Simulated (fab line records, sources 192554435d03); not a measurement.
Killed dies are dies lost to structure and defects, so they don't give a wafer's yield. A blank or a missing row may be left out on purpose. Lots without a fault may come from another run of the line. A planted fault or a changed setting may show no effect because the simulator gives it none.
A struck lot beside a sound one | flow n5_finfet | 35 steps out of a route of 1938
Sound: wafers L638.1, L638.5, L638.6. Struck: wafer L658.5. (L658.3, L658.4 of the same lot were not struck and are left out.) The cause comes at the end.
At each step with rows: each side's tool, then ch and its chambers, then its first start. Under that, the readings that differ: sound wafers | struck wafers | difference of the means | sigmas: that difference in standard deviations of wafers without a fault.
alike: readings whose means differ by less than 2 such deviations, and words and numbers that are the same on both sides. not compared: withheld readings, readings that some wafer has no value for, bounds like >300 that may hide the same value, and numbers for which the record gives no deviation and whose values overlap.
The two part at a step that has a row with sigmas, a row that says differs or no value, or rows on one side only. Numbers that don't overlap but have no deviation are shown without sigmas and don't part them. A reading that every wafer of one side lacks parts them only if that side has two wafers or more.

first, 4 steps without rows for these wafers: N5_PASSIVATION_EXPOSE_27 (exposes mask PAD, defocus 0 nm); N5_PASSIVATION_PEB_28; N5_PASSIVATION_DEVELOP_29 (develop time 60 s); N5_PASSIVATION_HARDBAKE_31 (time 120 s).
N5_PASSIVATION_CD_MEAS_30: target cd 4000 nm.
  sound on cd_sem-03 ch 0, day 16 05:27; struck on cd_sem-01 ch 0, day 21 10:33
  alike: cd_nm
N5_PASSIVATION_OVL_MEAS_63:
  sound on overlay-02 ch 0, day 16 05:29; struck on overlay-02 ch 0, day 21 10:35
  alike: PAD_OVL
N5_PASSIVATION_INSPECT_64: inspects for defects (macro).
  sound on defect_inspect-02, day 16 05:31; struck on defect_inspect-02, day 21 10:36
  alike: raw_defect_count
then, 2 steps without rows for these wafers: N5_PASSIVATION_DESCUM_32 (chemistry O2, time 7.9 s); N5_PASSIVATION_AL_ETCH_33 (etches Al in Cl2/BCl3, stops on TaN, target depth 2800 nm, time 466.7 s).
N5_PASSIVATION_ETCH_59: etches TaN in Cl2/BCl3, target depth 65 nm, time 34.9 s.
  sound on rie_metal-01 ch 0,1, day 16 06:02; struck on rie_metal-02 ch 1, day 21 11:10
  alike: bias_w, drypump_motor_current_A, oes_product_au, throttle_valve_pct
  not compared: rf_hours_counter_h
N5_PASSIVATION_STRIP_34: strips in O2.
  sound on rie_diel-03 ch 2,3, day 16 06:08; struck on rie_diel-04 ch 1, day 21 11:14
  alike: drypump_motor_current_A, oes_product_au, rf_vpp_V, showerhead_plenum_p_Torr, throttle_valve_pct
  not compared: rf_hours_counter_h
then, 1 step without rows for these wafers: N5_PASSIVATION_STRIP_51 (strips in post etch residue remover, time 1200 s).
N5_PASSIVATION_CLEAN_69: cleans in IPA, time 180 s.
  sound on wet_bench-02 ch 1,4,5, day 16 06:35; struck on wet_bench-02 ch 0,2,3, day 21 11:38
then, 2 steps without rows for these wafers: N5_PASSIVATION_SRD_70 (time 30 s); N5_PASSIVATION_PECVD_53 (deposits SiO2 from TEOS/O2, target thk 800 nm, time 169.4 s).
N5_PASSIVATION_PECVD_35: deposits SiNx from SiH4/NH3/N2, target thk 700 nm, time 151.3 s.
  sound on pecvd-02 ch 0,2, day 16 06:47; struck on pecvd-01 ch 2, day 21 11:51
  alike: heater_power_w, showerhead_plenum_p_Torr, throttle_valve_pct
then, 8 steps without rows for these wafers: N5_PASSIVATION_HMDS_37 (time 60 s); N5_PASSIVATION_COAT_38; N5_PASSIVATION_EBR_40; N5_PASSIVATION_SOFTBAKE_39 (time 120 s); N5_PASSIVATION_EXPOSE_41 (exposes mask PASS OPEN, defocus 0 nm, target cd 40000 nm); N5_PASSIVATION_PEB_42; N5_PASSIVATION_DEVELOP_43 (develop time 60 s); N5_PASSIVATION_HARDBAKE_45 (time 120 s).
N5_PASSIVATION_CD_MEAS_44: target cd 40000 nm.
  sound on cd_sem-02 ch 0, day 16 07:21; struck on cd_sem-01 ch 0, day 21 12:25
  reading    | sound             | struck | difference | sigmas
  cd_nm (nm) | 39998 39992 39992 | 40004  | +10        | +2
N5_PASSIVATION_OVL_MEAS_66:
  sound on overlay-02 ch 0, day 16 07:23; struck on overlay-02 ch 0, day 21 12:27
  alike: PASS_OPEN_OVL
N5_PASSIVATION_DESCUM_46: chemistry O2, time 7.9 s.
  sound on rie_diel-01 ch 0,1, day 16 07:26; struck on rie_diel-04 ch 0, day 21 13:06
  alike: drypump_motor_current_A, oes_product_au, rf_vpp_V, showerhead_plenum_p_Torr, throttle_valve_pct
  not compared: rf_hours_counter_h
then, 2 steps without rows for these wafers: N5_PASSIVATION_PASS_ETCH_47 (etches SiNx in CF4/O2, target depth 770 nm, time 385 s); N5_PASSIVATION_ETCH_54 (etches SiO2 in CHF3/O2, target depth 880 nm, time 440 s).
N5_PASSIVATION_STRIP_48: strips in O2.
  sound on rie_diel-01 ch 0,1, day 16 07:59; struck on rie_diel-04 ch 0, day 21 13:39
  alike: drypump_motor_current_A, oes_product_au, rf_vpp_V, showerhead_plenum_p_Torr, throttle_valve_pct
  not compared: rf_hours_counter_h
then, 4 steps without rows for these wafers: N5_PASSIVATION_STRIP_52 (strips in post etch residue remover, time 1200 s); N5_PASSIVATION_CLEAN_71 (cleans in IPA, time 180 s); N5_PASSIVATION_SRD_72 (time 30 s); N5_PASSIVATION_ANNEAL_56 (time 1800 s).
N5_PASSIVATION_PROBE_49:
  sound on prober-01, day 16 10:29; struck on prober-02, day 21 16:22
  reading                  | sound          | struck | difference | sigmas
  defect_limited_yield (%) | 90.8 92.5 90.6 | 85.9   | -5.4       | -3
  killed_at_other          | 1 4 1          | 64     | +62        | +20
  killed_dies              | 108 88 111     | 166    | +64        | +3
  killed_on_rim            | 19 6 21        | 31     | +16        | +4
  sort_bin_5_function (%)  | 5.4 4.4 4.7    | 8.6    | +3.8       | +4
  sort_n_pass              | 1072 1092 1069 | 1014   | -64        | -3
  sort_yield_pct (%)       | 90.8 92.5 90.6 | 85.9   | -5.4       | -3
  alike: killed_at_M0_to_M3, killed_at_M4_up, killed_at_contacts, killed_at_front_end, killed_open, killed_short, sort_bin_6_memory

WHERE THEY PART
First at N5_PASSIVATION_CD_MEAS_44; last, within this record, at N5_PASSIVATION_PROBE_49.

WHY: what the simulator had put in
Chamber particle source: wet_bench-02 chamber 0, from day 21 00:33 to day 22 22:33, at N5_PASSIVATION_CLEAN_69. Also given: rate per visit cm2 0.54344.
